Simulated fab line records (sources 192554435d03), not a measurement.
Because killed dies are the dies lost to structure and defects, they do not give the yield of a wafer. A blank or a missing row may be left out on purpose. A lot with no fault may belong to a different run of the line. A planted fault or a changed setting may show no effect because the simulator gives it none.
Problem report in the 8D (eight disciplines) form, filled by code + flow n5Finfet + the parts of the form that need people (team, actions taken, sign-off) are left out

## 1. THE PROBLEM
At N5_FIN_CUT_COAT_02, spinSpeedRpm averages 1614.5 rpm over 6 wafers from 2 lots, while fault-free wafers read 1500.0 rpm, standard deviation 1. So: +99 or more standard deviations from the usual mean.
The step: resist thk 30 nm.
Earliest sighting: wafer L229.3 on lithoTrack-03 at day 6 20:19. At this step, 27 wafers from 9 lots have a number in the record. The rule behind "out" and "out of limits": a value lying over 4 standard deviations away from the usual mean. The other wafers with a number count as sound.

## 2. WHAT IT IS, WHAT IT ISN'T
| question                    | is                     | is not                                                                    |
|-----------------------------|------------------------|---------------------------------------------------------------------------|
| which readings at this step | spinSpeedRpm           | chillPlateTempC                                                           |
| which lots                  | L229, L232             | L210, L211, L216, L221, L222, L231, L233                                  |
| which wafers of those lots  | all that have a number | -                                                                         |
| read on which tools         | lithoTrack-03          | lithoTrack-02, lithoTrack-04                                              |
| when                        | from day 6 20:19       | up to then (15 sound wafers); but 6 sound wafers of L231, L233 came after |

## 3. THE SUSPECTS, EACH WITH WHAT RULES IT OUT
Counting: any tool at a process step up to the reading is kept as a suspect provided that every lot that is out went through it and no sound lot did after the first of them.
- lithoTrack-03 at N5_FIN_CUT_COAT_02 (resist thk 30 nm): kept. It ran every lot that is out, first L229 (day 6 20:19), and no sound lot after that; its last sound lot up to then is L222 (day 5 05:32). On those wafers its own readings are out: spinSpeedRpm.
Left after counting: lithoTrack-03 at N5_FIN_CUT_COAT_02.

## 4. THE CAUSE (what the simulator had put in)
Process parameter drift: lithoTrack-03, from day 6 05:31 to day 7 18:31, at N5_FIN_CUT_COAT_02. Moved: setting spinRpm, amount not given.
Only this tool survived the counting.

## 5. THE EFFECT CHAIN, in route order
Rows list readings where the struck wafers' mean (over those with a number) sits beyond 3 standard deviations from the usual. Only readings for which the record gives a usual standard deviation are gone through. hours: the time from each lot's start at the first step in this table that gives one to its start at this step, as a median over the lots. sigmas: the change in usual standard deviations.
| hours | step               | reading      | usual      | on struck wafers | change | sigmas      |
|-------|--------------------|--------------|------------|------------------|--------|-------------|
| 0     | N5_FIN_CUT_COAT_02 | spinSpeedRpm | 1500.0 rpm | 1614.5           | +114.5 | +99 or more |
The process steps in it:
- N5_FIN_CUT_COAT_02: resist thk 30 nm.
At these later measuring or inspecting steps, every struck wafer for which the step has a row has a number for every such reading, and none has moved that far: N5_BEOL_M4_RC_MEAS_101.

## 6. WHAT WOULD HAVE CAUGHT IT SOONER
In this record no reading fell out of limits until day 6 20:19, 15 hours after the fault had begun at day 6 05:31.
